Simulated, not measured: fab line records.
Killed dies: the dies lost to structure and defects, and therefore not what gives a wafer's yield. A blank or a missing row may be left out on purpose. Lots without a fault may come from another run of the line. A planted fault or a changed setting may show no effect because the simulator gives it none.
fab line records + flow n5Finfet
record:
- lots: 4
- wafers: 12
- lastDay: 17
route steps=1938 shown FIN_SAQP@90 BEOL_M4@1111
lots with no fault: from the same line, run without faults
startH: start of the lot's first displayed wafer, in hours after the record's first day + waitH: hours elapsed since this lot's preceding step + " identical to the entry in the row above + L1.1+2: several wafers, shown together as one row + - no value, or no start given + * or withheld: withheld + < > ~ a bound
route shown NAME@n: NAME is a module with steps in the file, n the number in the route of the first one + usual: the fault-free wafers' mean and standard deviation + same: alike in all rows + chamber/n: place in a boat + sites: per-site readings + _std_site: their standard deviation + _edge_site: the outer-site mean with the inner-site mean subtracted + radiusMm: for every site, how far away it sits from the centre of the wafer + mask NAME#n: copy n + behind: the tool/chamber that last shaped the wafer + hold: why the lot went on hold/how many hours it stayed there/how the hold came to an end + device: the transistor (n, p or np) that didn't switch + end of line: tests run on the same wafers once the route is complete + where a step has no rows: the recipe by itself + killed: at the first sort, the dies lost to defects and structure; wafer yield is something else + map: a wafer's dies, marking killed ones x, the rest . and places with no die _
set.NAME: the run value of the setting; set.NAME@STEP: its run value at that earlier step + model.NAME: the simulator's own value behind a step, which no gauge read
a table for each step, a row for each wafer; lots at some steps of the route
services: a tool's chamber out of use, with start hour (startH, from the record's first day; less than 0 if before it), hours out, and reason
== steps ==
step: N5_FIN_SAQP_PRECLEAN_42
recipe:
- chemistry: O3/DIW
- timeS: 60
- tempC: 22
- o3Ppm: 10
step: N5_FIN_SAQP_PRECLEAN_00
recipe:
- chemistry: SC1
- timeS: 60
- tempC: 55
- mix: 1:2:50
step: N5_FIN_SAQP_PRECLEAN_44
recipe:
- chemistry: SC2
- timeS: 45
- tempC: 35
- mix: 1:1:50
step: N5_FIN_SAQP_SRD_01
recipe:
- dry: ipaMarangoni
- timeS: 30
- tempC: 23
- rinseLiquid: diw
step: N5_FIN_SAQP_ALD_61
recipe:
- material: SiO2
- targetThkA: 40
- tempC: 300
- aldPrecursorFamily: BDEAS
- aldCoReactant: O2-plasma
- pulseTimeS: 1
- purgeTimeS: 2
- coReactantPurgeTimeS: 2
- aldCycles: 43
- pressureTorr: 2
step: N5_FIN_SAQP_DENSIFY_62
recipe:
- tempC: 700
- timeS: 60
- ambient: N2
- idleTempC: 600
- rampUpCPerS: 150
- rampDownCPerS: 60
- coolToC: 600
step: N5_FIN_SAQP_HM_DEP_03
recipe:
- material: SiNx
- targetThkA: 380
- tempC: 400
- precursor: SiH4/NH3/N2
- pressureTorr: 1.5
- rfW: 300
- timeS: 33.6
step: N5_FIN_SAQP_PECVD_47
recipe:
- material: a-Si
- targetThkA: 450
- tempC: 400
- precursor: SiH4/He
- pressureTorr: 3
- rfW: 100
- timeS: 36.3
step: N5_FIN_SAQP_PECVD_48
recipe:
- material: SiNx
- targetThkA: 250
- tempC: 400
- precursor: SiH4/NH3/N2
- pressureTorr: 1.5
- rfW: 300
- timeS: 22.1
step: N5_FIN_SAQP_PECVD_06
recipe:
- material: a-Si
- targetThkA: 600
- tempC: 400
- precursor: SiH4/He
- pressureTorr: 3
- rfW: 100
- timeS: 48.1
step: N5_FIN_SAQP_HM_DEP_72
recipe:
- material: SiO2
- targetThkA: 120
- tempC: 400
- precursor: SiH4/N2O
- pressureTorr: 0.75
- rfW: 275
- timeS: 7.2
usual:
- heaterPowerW: 853/110
- showerheadPlenumPTorr: 8.10/0.21
| lot.wafer | tool     | chamber | startH | waitH | heaterPowerW | showerheadPlenumPTorr | model.SiO2_of_FIN_SAQP_HM_DEP_72.thkNm |
|-----------|----------|---------|--------|-------|--------------|-----------------------|----------------------------------------|
| L258.1    | pecvd-02 | 2       | 27.03  | 0.0   | 891          | 8.11                  | 11.73                                  |
| L258.2    | "        | 1       | "      | "     | 922          | 8.03                  | 11.84                                  |
| L258.6    | "        | 1       | "      | "     | 887          | 8.04                  | 12.08                                  |
| L263.1    | pecvd-02 | 2       | 57.56  | 0.0   | 973          | 8.12                  | 20.3                                   |
| L263.4    | "        | 0       | "      | "     | 1136         | 7.91                  | 12.22                                  |
| L263.6    | "        | 1       | "      | "     | 962          | 8.01                  | 12.51                                  |
| L265.2    | pecvd-02 | 0       | 69.02  | 0.0   | 1042         | 7.93                  | 11.98                                  |
| L265.3    | "        | 1       | "      | "     | 928          | 8.03                  | 20.03                                  |
| L265.5    | "        | 1       | "      | "     | 944          | 8.05                  | 12.25                                  |
| L279.1    | pecvd-01 | 1       | 154.55 | 0.0   | 929          | 8.46                  | 11.74                                  |
| L279.3    | "        | 2       | "      | "     | 743          | 7.77                  | 11.83                                  |
| L279.4    | "        | 0       | "      | "     | 713          | 7.78                  | 11.8                                   |
step: N5_FIN_SAQP_COAT_49
recipe:
- resist: SOC
- tempC: 250
- timeS: 60
- spinRpm: 1500
- resistThkNm: 100
step: N5_FIN_SAQP_COAT_50
recipe:
- resist: SiARC
- tempC: 220
- timeS: 60
- spinRpm: 1500
- resistThkNm: 35
step: N5_FIN_SAQP_COAT_10
recipe:
- resist: CAR-ArF
- spinRpm: 1500
- resistThkNm: 90
step: N5_FIN_SAQP_EBR_12
recipe:
- solvent: PGMEA
- ebrWidthMm: 1.5
step: N5_FIN_SAQP_SOFTBAKE_11
recipe:
- tempC: 110
- timeS: 60
- resist: CAR-ArF
step: N5_FIN_SAQP_EXPOSE_13
recipe:
- maskId: FIN_CORE
- na: 1.35
- sourceShape: dipole
- sigmaInner: 0.538
- sigmaOuter: 0.738
- polarization: te
- targetCdNm: 35.6
- doseMj: 63.25
step: N5_FIN_SAQP_PEB_14
recipe:
- pebTempC: withheld
- pebTimeS: 60
- resist: CAR-ArF
step: N5_FIN_SAQP_DEVELOP_15
recipe:
- developTimeS: 30
- developer: TMAH
- resist: CAR-ArF
- devTempC: 23
- rinseLiquid: diw
- dry: airSpin
step: N5_FIN_SAQP_DESCUM_21
recipe:
- chemistry: O2
- timeS: 7.9
- sourcePowerW: 50
- biasPowerW: 20
- pressureMtorr: 20
- rfFrequencyHz: 2.712e+07
- tempC: 40
- resist: CAR-ArF
- o2FlowSccm: 225
step: N5_FIN_SAQP_ETCH_51
recipe:
- chemistry: CF4
- target: SiARC
- targetDepthA: 455
- maskMaterial: CAR-ArF
- timeS: 75.8
- ionEnergyEv: 80
- pressureMtorr: 40
- sourceW: 545
- biasW: 36
- Ar_flow_sccm: 100
- cf4FlowSccm: 100
- ends: cleared
step: N5_FIN_SAQP_ETCH_52
recipe:
- chemistry: N2/H2
- target: SOC
- targetDepthA: 1000
- overetchA: 200
- maskMaterial: SiARC
- tempC: 40
- timeS: 150
- ionEnergyEv: 200
- pressureMtorr: 30
- sourceW: 840
- biasW: 150
- n2FlowSccm: 200
- h2FlowSccm: 200
- ends: endPoint
step: N5_FIN_SAQP_STRIP_53
recipe:
- chemistry: N2/H2
- tempC: 40
- n2FlowSccm: 200
- h2FlowSccm: 200
- rfFrequencyHz: 6e+07
step: N5_FIN_SAQP_HM_OPEN_73
recipe:
- chemistry: CHF3/O2
- target: SiO2
- stopOn: a-Si
- targetDepthA: 120
- overEtchFrac: 1.8
- maskMaterial: SOC
- timeS: 16.8
- pressureMtorr: 30
- sourceW: 650
- biasW: 170
- Ar_flow_sccm: 200
- CHF3_flow_sccm: 50
- O2_flow_sccm: 5
- ionEnergyEv: 200
- ends: endPoint
usual:
- drypumpMotorCurrentA: 5.8/0.49
- oesProductAu: 0.46/0.036
- rfVppV: 521/4.2
- showerheadPlenumPTorr: 2.44/0.078
- throttleValvePct: 18.76/0.2
same:
- overEtchFrac: 1.8
| lot.wafer | tool       | chamber | startH | waitH | drypumpMotorCurrentA | oesProductAu | rfHoursCounterH | rfVppV | showerheadPlenumPTorr | throttleValvePct | model.etch.depthNm |
|-----------|------------|---------|--------|-------|----------------------|--------------|-----------------|--------|-----------------------|------------------|--------------------|
| L258.1    | rieDiel-03 | 2       | 27.65  | 0.0   | 6.6                  | 0.44         | 156             | 526    | 2.50                  | 19.05            | 11.73              |
| L258.2    | "          | 0       | "      | "     | 6.3                  | 0.40         | 237             | 515    | 2.37                  | 19.03            | 11.84              |
| L258.6    | "          | 2       | "      | "     | 6.6                  | 0.45         | -               | 525    | 2.50                  | 19.04            | 12.08              |
| L263.1    | rieDiel-05 | 1       | 58.31  | 0.0   | 6.2                  | 0.56         | 196             | 518    | 2.38                  | 18.85            | 20.3               |
| L263.4    | "          | 0       | "      | "     | 5.2                  | 0.45         | 176             | 522    | 2.49                  | 18.82            | 12.22              |
| L263.6    | "          | 1       | "      | "     | 6.2                  | 0.45         | -               | 519    | 2.39                  | 18.84            | 12.51              |
| L265.2    | rieDiel-05 | 2       | 69.77  | 0.0   | 6.3                  | 0.44         | 154             | 517    | 2.41                  | 18.92            | 11.98              |
| L265.3    | "          | 1       | "      | "     | 6.1                  | 0.55         | 200             | 517    | 2.38                  | 18.85            | 20.03              |
| L265.5    | "          | 2       | "      | "     | 6.3                  | 0.44         | -               | 518    | 2.41                  | 18.92            | 12.25              |
| L279.1    | rieDiel-01 | 0       | 155.17 | 0.0   | 5.5                  | 0.41         | 247             | 526    | 2.47                  | 18.64            | 11.74              |
| L279.3    | "          | 2       | "      | "     | 5.4                  | 0.50         | 64              | 529    | 2.55                  | 18.56            | 11.83              |
| L279.4    | "          | 1       | "      | "     | 6.1                  | 0.43         | 188             | 519    | 2.31                  | 18.72            | 11.8               |
step: N5_FIN_SAQP_STRIP_74
recipe:
- chemistry: CHF3/O2
- resist: SiARC
- rfFrequencyHz: 6e+07
step: N5_BEOL_M4_RC_MEAS_101
usual:
- DIBL_N: 36.3/1.4
- DIBL_P: 35.7/1.5
- IOFF_N: 0.155/0.022
- IOFF_P: 0.204/0.027
- ION_N: 671/9
- ION_P: 459/6.2
- SS_N: 71.5/0.54
- SS_P: 73.1/0.56
- VT_N: 250.2/2.6
- VT_P: -251/3.3
| lot.wafer | tool      | chamber | startH | waitH | DIBL_N[mV/V] | DIBL_P[mV/V] | IOFF_N[nA/um] | IOFF_P[nA/um] | ION_N[uA/um] | ION_P[uA/um] | SS_N[mV/dec] | SS_P[mV/dec] | VT_N[mV] | VT_P[mV] |
|-----------|-----------|---------|--------|-------|--------------|--------------|---------------|---------------|--------------|--------------|--------------|--------------|----------|----------|
| L258.1    | prober-02 | 0       | 183.52 | 0.0   | 37.0         | 36.4         | 0.153         | 0.230         | 671          | 462          | 71.2         | 72.9         | 250.3    | -247     |
| L258.2    | "         | 0       | "      | "     | 36.1         | 35.1         | 0.138         | 0.201         | 671          | 465          | 70.6         | 72.8         | 251.6    | -249     |
| L258.6    | "         | 0       | "      | "     | 38.9         | 39.0         | 0.192         | 0.270         | 683          | 470          | 71.5         | 73.6         | 246.1    | -244     |
| L263.1    | prober-01 | 0       | 209.81 | 0.0   | 38.9         | 37.3         | 0.190         | 0.235         | 672          | 457          | 73.2         | 73.7         | 249.6    | -247     |
| L263.4    | "         | 0       | "      | "     | 38.5         | 37.5         | 0.190         | 0.238         | 684          | 461          | 72.6         | 73.1         | 247.2    | -247     |
| L263.6    | "         | 0       | "      | "     | 38.0         | 36.5         | 0.163         | 0.220         | 660          | 453          | 72.0         | 73.7         | 249.8    | -251     |
| L265.2    | prober-02 | 0       | 227.01 | 0.2   | 34.1         | 34.7         | 0.141         | 0.209         | 677          | 469          | 71.1         | 73.3         | 250.9    | -249     |
| L265.3    | "         | 0       | "      | "     | 34.7         | 35.2         | 0.147         | 0.224         | 672          | 464          | 72.2         | 73.5         | 250.2    | -251     |
| L265.5    | "         | 0       | "      | "     | 34.5         | 34.8         | 0.141         | 0.210         | 679          | 464          | 70.9         | 73.1         | 249.0    | -247     |
| L279.1    | prober-01 | 0       | 302.64 | 0.0   | 33.8         | 33.7         | 0.109         | 0.164         | 647          | 454          | 70.6         | 72.3         | 256.1    | -252     |
| L279.3    | "         | 0       | "      | "     | 33.8         | 34.3         | 0.109         | 0.173         | 649          | 454          | 71.1         | 72.7         | 256.4    | -251     |
| L279.4    | "         | 0       | "      | "     | 35.0         | 34.6         | 0.123         | 0.178         | 657          | 457          | 71.2         | 73.0         | 253.4    | -251     |
== services ==
| tool       | chamber | startH | hours | kind                         |
|------------|---------|--------|-------|------------------------------|
| pecvd-01   | 2       | 4.31   | 5.5   | scheduledDown                |
| rieDiel-01 | -       | 5.08   | 1.2   | repair                       |
| rieDiel-01 | -       | 6.91   | 2.1   | repair                       |
| rieDiel-03 | 1       | 9.10   | 19.7  | repair                       |
| rieDiel-01 | 0       | 12.34  | 7.4   | repair                       |
| rieDiel-01 | 2       | 20.17  | 2.8   | repair                       |
| pecvd-01   | 2       | 21.12  | -     | clean                        |
| pecvd-01   | 2       | 21.12  | -     | consumableReplace:showerhead |
| pecvd-01   | 2       | 21.12  | 29.0  | scheduledDown                |
| pecvd-01   | 2       | 21.12  | 29.0  | ventCycle                    |
| rieDiel-05 | 2       | 33.36  | 5.6   | repair                       |
| pecvd-02   | 2       | 33.44  | 5.5   | scheduledDown                |
| rieDiel-03 | -       | 46.60  | 2.1   | repair                       |
| pecvd-01   | -       | 52.10  | 0.9   | repair                       |
| rieDiel-03 | 0       | 65.64  | -     | clean                        |
| rieDiel-03 | 0       | 65.64  | -     | consumableReplace:focusRing  |
| rieDiel-03 | 0       | 65.64  | 25.5  | scheduledDown                |
| rieDiel-03 | 0       | 65.64  | 25.5  | ventCycle                    |
| pecvd-02   | 1       | 83.41  | 2.1   | scheduledDown                |
| pecvd-02   | 0       | 91.04  | 3.6   | repair                       |
| rieDiel-03 | -       | 94.92  | 10.0  | pm                           |
| rieDiel-03 | 3       | 109.32 | 3.6   | repair                       |
| rieDiel-03 | 2       | 134.14 | 4.8   | repair                       |
| pecvd-02   | 2       | 147.23 | 2.1   | scheduledDown                |
== key ==
firstSign:
- step: N5_FIN_SAQP_HM_OPEN_73
- reading: oesProductAu
- direction: up
- sigmas: 2.6
- usual: 0.46
- struck: 0.55
effect none on later readings
modelEffect:
- step: N5_FIN_SAQP_HM_DEP_72
- value: SiO2_of_FIN_SAQP_HM_DEP_72.thkNm
- without: 12.02
- struck: 20.16
modelEffect:
- step: N5_FIN_SAQP_HM_OPEN_73
- value: etch.depthNm
- without: 12.02
- struck: 20.16
metAt N5_FIN_SAQP_HM_DEP_72
struckWafers L263.1,L265.3
onsetBetween 27.03 57.56
fault:
- kind: processParameterDrift
- tool: pecvd-02
- chamber: -
- onsetH: 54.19
- steps: N5_FIN_SAQP_HM_DEP_72
- channel: timeS
- offset: *
- shape: step
- endH: 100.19
- scope: struckWafersOnly
- actsIn: *
- stated: *
